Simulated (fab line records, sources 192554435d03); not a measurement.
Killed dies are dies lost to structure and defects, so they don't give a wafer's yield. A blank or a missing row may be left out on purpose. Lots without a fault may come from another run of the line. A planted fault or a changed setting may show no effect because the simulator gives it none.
fab line records | flow n5_finfet
record lots=4 wafers=12 last_day=15
route steps=1938 shown BEOL_M2@926 BEOL_M3@931 BEOL_M4@1111
lots that met no fault: from a run of the same line without faults
start_h: hours from the record's first day to the start of the lot's first wafer shown | wait_h: hours since the lot's step before | " the same as in the row above | L1.1+2: a row that stands for several wafers | - no value, or no start given | * or withheld: withheld | < > ~ a bound
route shown NAME@n: a module of which the file shows steps, and the number in the route of the first | usual: mean/standard deviation of fault-free wafers | same: alike in all rows | chamber/n: place in a boat | sites: the reading at each site | _std_site: their standard deviation | _edge_site: outer sites' mean less inner sites' | radius_mm: how far each site lies from the wafer's centre | mask NAME#n: copy n | behind: the tool/chamber that last shaped the wafer | hold: why the lot was held/for how many hours/how that ended | device: the transistor (n, p or np) that didn't switch | end of line: the same wafers' tests at the end of the route | a step without rows: its recipe alone | killed: dies lost to structure and defects at the first sort, not the wafer's yield | map: a wafer's dies, x killed, . not, _ none there
set.NAME: the setting as run; set.NAME@STEP: as run at that earlier step | model.NAME: the simulator's own value behind a step, which no gauge read
lots at some steps of the route; a table a step, a row a wafer
services: from which hour (start_h, from the record's first day; less than 0 if before it) a tool's chamber was out of use, for how many hours, and why
## steps
# step N5_BEOL_M2_CO_CAP_55
# recipe material=Co target_thk_a=20 temp_c=200 precursor=CCTBA/H2 pressure_torr=30 time_s=102.1
# step N5_BEOL_M2_PRE_CLEAN_56
# recipe gas=NH3 time_s=15 temp_c=withheld rf_power_w=300
# step N5_BEOL_M2_DEP_57
# recipe material=SiCN target_thk_a=80 temp_c=withheld precursor=3MS/NH3 pressure_torr=3 rf_w=202 time_s=14
# step N5_BEOL_M3_ILD_DEP_00
# recipe material=SiOC target_thk_a=790 temp_c=350 precursor=DEMS/O2 pressure_torr=5 rf_w=500 time_s=15.3
# step N5_BEOL_M3_PECVD_72
# recipe material=SiO2 target_thk_a=160 temp_c=400 precursor=TEOS/O2 pressure_torr=5.5 rf_w=450 teos_flow_sccm=53.8 gas=O2 flow_sccm=3000 time_s=18
# step N5_BEOL_M3_HM_DEP_02
# recipe material=TiN target_thk_a=200 temp_c=25 chamber_pressure_pa=0.49996
# step N5_BEOL_M3_COAT_61
# recipe resist=SOC temp_c=250 time_s=60 spin_rpm=1500 resist_thk_nm=60
# step N5_BEOL_M3_COAT_62
# recipe resist=SiARC temp_c=220 time_s=60 spin_rpm=1500 resist_thk_nm=12
# step N5_BEOL_M3_COAT_73
# recipe resist=underlayer temp_c=205 time_s=60 spin_rpm=1500 resist_thk_nm=5
# step N5_BEOL_M3_COAT_05
# recipe resist=CAR-EUV spin_rpm=1500 resist_thk_nm=30
# usual chill_plate_temp_C=22.99/0.11 exhaust_pa=44.9/0.81 spin_speed_rpm=1499.9/0.95
# columns lot.wafer tool chamber start_h wait_h chill_plate_temp_C exhaust_pa spin_speed_rpm model.CAR-EUV_of_BEOL_M3_COAT_05.thk_nm
L503.1 litho_track-05 0 171.04 - 23.04 44.2 1498.2 29.8
L503.2 " 0 " " 22.76 43.6 1498.6 30
L503.3 " 0 " " 22.87 44.7 1498.5 30.2
L510.2 litho_track-05 0 205.10 - 22.95 46.0 1446.9 30.4
L510.4 " 0 " " 22.88 45.0 1446.4 30.4
L510.5 " 0 " " 22.87 45.6 1446.3 30.4
L509.1 litho_track-05 0 210.50 - 23.07 47.2 1447.5 30.4
L509.3 " 0 " " 23.02 47.2 1447.9 30.4
L509.4 " 0 " " 22.95 46.9 1446.9 30.6
L512.1 litho_track-01 0 220.98 - 23.06 44.5 1499.9 29.8
L512.2 " 0 " " 23.11 43.8 1500.2 29.8
L512.6 " 0 " " 22.93 45.2 1498.4 29.8
# step N5_BEOL_M3_EBR_07
# recipe solvent=PGMEA ebr_width_mm=1.5
# step N5_BEOL_M3_SOFTBAKE_06
# recipe temp_c=110 time_s=60 resist=CAR-EUV
# step N5_BEOL_M3_EXPOSE_08
# recipe mask_id=M3 na=0.33 source_shape=dipole sigma_inner=0.369 sigma_outer=0.767 polarization=unpolarized dose_mj=33
# step N5_BEOL_M3_PEB_09
# recipe peb_temp_c=100 peb_time_s=60 resist=CAR-EUV
# step N5_BEOL_M3_DEVELOP_10
# recipe develop_time_s=30 developer=TMAH resist=CAR-EUV rinse_liquid=surfactant_rinse dry=air_spin dev_temp_c=23
# step N5_BEOL_M3_DESCUM_16
# recipe chemistry=O2 time_s=7 source_power_w=50 bias_power_w=20 pressure_mtorr=20 rf_frequency_hz=2.712e+07 temp_c=40 resist=CAR-EUV o2_flow_sccm=225
# step N5_BEOL_M3_ETCH_74
# recipe chemistry=N2/H2 target=underlayer target_depth_a=65 mask_material=CAR-EUV time_s=5.2 ion_energy_ev=200 pressure_mtorr=30 source_w=840 bias_w=150 n2_flow_sccm=200 h2_flow_sccm=200 ends=cleared
# step N5_BEOL_M3_ETCH_63
# recipe chemistry=CF4 target=SiARC target_depth_a=156 mask_material=CAR-EUV time_s=26 ion_energy_ev=80 pressure_mtorr=40 source_w=545 bias_w=36 Ar_flow_sccm=100 cf4_flow_sccm=100 ends=cleared
# usual drypump_motor_current_A=5.8/0.35 etch_rf_on_time_s=25.9/0.35 oes_product_au=0.68/0.075 rf_vpp_V=184.0/1.1 showerhead_plenum_p_Torr=2.15/0.052 throttle_valve_pct=15.63/0.27
# columns lot.wafer tool chamber start_h wait_h drypump_motor_current_A etch_rf_on_time_s oes_product_au rf_hours_counter_h rf_vpp_V showerhead_plenum_p_Torr throttle_valve_pct model.CAR-EUV_of_BEOL_M3_COAT_05.thk_nm
L503.1 rie_diel-06 1 171.47 0.0 5.9 26.0 0.60 216 183.3 2.12 16.10 11
L503.2 " 3 " " 5.8 25.3 0.81 5 184.1 2.19 15.11 11.2
L503.3 " 0 " " 5.7 26.0 0.59 226 182.9 2.20 15.69 11.4
L510.2 rie_diel-04 2 206.66 0.0 5.6 25.5 0.70 109 184.6 2.07 15.57 11.4
L510.4 " 1 " " 5.6 25.9 0.58 - 184.9 2.20 15.73 11.6
L510.5 " 2 " " 5.6 25.8 0.69 - 182.9 2.07 15.56 11.6
L509.1 rie_diel-04 1 211.06 0.0 5.6 25.8 0.59 228 185.7 2.20 15.73 11.4
L509.3 " 2 " " 5.6 25.3 0.69 111 183.1 2.07 15.55 11.6
L509.4 " 0 " " 6.3 25.5 0.80 - 183.9 2.11 15.64 11.6
L512.1 rie_diel-06 3 221.56 0.0 5.8 25.4 0.77 19 185.6 2.18 15.17 11
L512.2 " 1 " " 5.9 26.4 0.59 230 182.7 2.11 16.13 11
L512.6 " 0 " " 5.7 26.1 0.58 - 183.5 2.19 15.70 11
# step N5_BEOL_M3_ETCH_64
# recipe chemistry=N2/H2 target=SOC target_depth_a=750 overetch_a=150 mask_material=SiARC temp_c=40 time_s=112.5 ion_energy_ev=200 pressure_mtorr=30 source_w=840 bias_w=150 n2_flow_sccm=200 h2_flow_sccm=200
# step N5_BEOL_M4_RC_MEAS_101
# usual DIBL_N=36.5/1.4 DIBL_P=36.5/1.6 IOFF_N=0.163/0.022 IOFF_P=0.219/0.029 ION_N=675/8.3 ION_P=464/6.2 SS_N=71.5/0.52 SS_P=73.4/0.57 VT_N=249.7/2.6 VT_P=-250/3
# columns lot.wafer tool chamber start_h wait_h DIBL_N[mV/V] DIBL_P[mV/V] IOFF_N[nA/um] IOFF_P[nA/um] ION_N[uA/um] ION_P[uA/um] SS_N[mV/dec] SS_P[mV/dec] VT_N[mV] VT_P[mV]
L503.1 prober-02 0 195.64 0.0 34.3 35.7 0.124 0.181 667 457 70.7 73.1 254.2 -253
L503.2 " 0 " " 38.1 39.3 0.185 0.229 661 453 71.9 73.2 250.0 -252
L503.3 " 0 " " 35.3 36.6 0.140 0.191 664 461 70.8 72.3 252.1 -255
L510.2 prober-02 0 237.93 0.2 36.8 37.2 0.157 0.218 668 462 71.3 73.0 250.6 -249
L510.4 " 0 " " 37.5 37.8 0.161 0.217 678 458 72.0 73.4 250.7 -250
L510.5 " 0 " " 36.2 37.3 0.150 0.210 670 462 71.8 73.3 249.1 -252
L509.1 prober-02 0 240.24 0.0 37.4 36.2 0.161 0.217 681 464 71.1 73.3 251.2 -251
L509.3 " 0 " " 37.1 36.2 0.158 0.214 666 456 71.7 74.0 250.3 -251
L509.4 " 0 " " 38.1 37.6 0.178 0.255 678 470 71.6 73.9 249.1 -248
L512.1 prober-02 0 248.00 0.0 36.6 35.6 0.175 0.246 674 471 72.5 73.1 246.5 -247
L512.2 " 0 " " 36.0 35.5 0.164 0.233 677 467 71.6 73.6 243.1 -247
L512.6 " 0 " " 36.1 35.9 0.170 0.235 681 472 71.4 73.8 247.6 -245
## services
# columns tool chamber start_h hours kind
rie_diel-04 - 163.06 1.1 repair
rie_diel-04 0 170.61 - clean
rie_diel-04 0 170.61 - consumable_replace:focus_ring
rie_diel-04 0 170.61 19.5 scheduled_down
rie_diel-04 0 170.61 19.5 vent_cycle
rie_diel-04 3 206.29 13.1 repair
## key
first_sign step=N5_BEOL_M3_COAT_05 reading=spin_speed_rpm direction=down sigmas=55 usual=* struck=*
effect none on later readings
model_effect step=N5_BEOL_M3_COAT_05 value=CAR-EUV_of_BEOL_M3_COAT_05.thk_nm without=29.87 struck=30.43
model_effect step=N5_BEOL_M3_ETCH_63 value=CAR-EUV_of_BEOL_M3_COAT_05.thk_nm without=11 struck=11.53
met_at N5_BEOL_M3_COAT_05
struck_wafers L509.1,L509.3,L509.4,L510.2,L510.4,L510.5
onset_between 171.04 205.10
fault kind=process_parameter_drift tool=litho_track-05 chamber=- onset_h=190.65 steps=N5_BEOL_M3_COAT_05 channel=spin_rpm offset=* shape=step end_h=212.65 acts_in=* stated=*
